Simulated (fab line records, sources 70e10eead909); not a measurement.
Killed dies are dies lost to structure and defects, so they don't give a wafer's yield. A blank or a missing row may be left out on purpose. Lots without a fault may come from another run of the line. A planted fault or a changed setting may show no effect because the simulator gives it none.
Chamber matching | flow nand_harc | NHARC_A_STAIRCASE_ETCHBACK_422 on rie_diel-13: 4 sister chambers
The step etches the open film in CH3F/O2, target depth 40 nm, time 74.286 s. 14 wafers are shown with their chamber, then 7 later ones without.

WAFERS WITH THEIR CHAMBER
wafer  | chamber | showerhead_plenum_p_Torr (Torr) | rf_vpp_V (V) | oes_product_au (a.u.)
L074.1 | 1       | 2.52                            | 244.8        | 0.92
L074.2 | 0       | 2.38                            | 243.3        | 0.92
L074.5 | 3       | 2.65                            | 246.2        | 0.93
L077.2 | 2       | 2.36                            | 242.4        | 0.93
L077.5 | 1       | 2.52                            | 247.1        | 0.93
L077.6 | 0       | 2.38                            | 242.0        | 0.93
L085.1 | 3       | 2.64                            | 245.8        | 1.00
L085.5 | 1       | 2.51                            | 243.6        | 1.00
L085.6 | 3       | 2.64                            | 245.6        | 1.00
L089.1 | 1       | 2.50                            | 244.0        | 1.01
L089.4 | 2       | 2.34                            | 242.8        | 1.02
L089.6 | 3       | 2.63                            | 245.4        | 1.00
L090.1 | 2       | 2.34                            | 243.1        | 0.92
L090.4 | 1       | 2.50                            | 244.6        | 0.93

SIGNATURES (means of the wafers above)
reading                  | chamber 0 | chamber 1 | chamber 2 | chamber 3 | scatter within a chamber
showerhead_plenum_p_Torr | 2.3800    | 2.5100    | 2.3467    | 2.6400    | 0.00931
rf_vpp_V                 | 242.650   | 244.820   | 242.767   | 245.750   | 0.941
oes_product_au           | 0.9250    | 0.9580    | 0.9567    | 0.9825    | 0.0416
Rule: a wafer's distance from a chamber is the root of the sum, over the readings, of the square of ((its reading less the chamber's mean) divided by the reading's scatter). The wafer belongs to the nearest chamber; if the next one is less than 2 further off, it can't be placed. The scatter: the root of (the sum of the squares of (reading less its chamber's mean) over the shown wafers, divided by (wafers less chambers)).

WAFERS WITHOUT THEIR CHAMBER
wafer  | showerhead_plenum_p_Torr (Torr) | rf_vpp_V (V) | oes_product_au (a.u.)
L090.5 | 2.36                            | 243.1        | 0.93
L092.4 | 2.63                            | 247.5        | 0.93
L092.5 | 2.63                            | 246.3        | 0.93
L092.6 | 2.36                            | 243.6        | 0.94
L093.1 | 2.36                            | 243.8        | 1.02
L093.5 | 2.63                            | 247.0        | 1.00
L093.6 | 2.36                            | 243.0        | 1.01

WHICH CHAMBER EACH WENT THROUGH
wafer  | from the rows above     | in truth
L090.5 | can't be placed: 2 or 0 | 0
L092.4 | 3                       | 3
L092.5 | 3                       | 3
L092.6 | can't be placed: 2 or 0 | 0
L093.1 | can't be placed: 2 or 0 | 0
L093.5 | 3                       | 3
L093.6 | can't be placed: 2 or 0 | 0
Placed correctly: 3 of 7. Can't be placed from these rows: 4 (the true chamber is among the candidates in 4). Placed wrongly: 0.
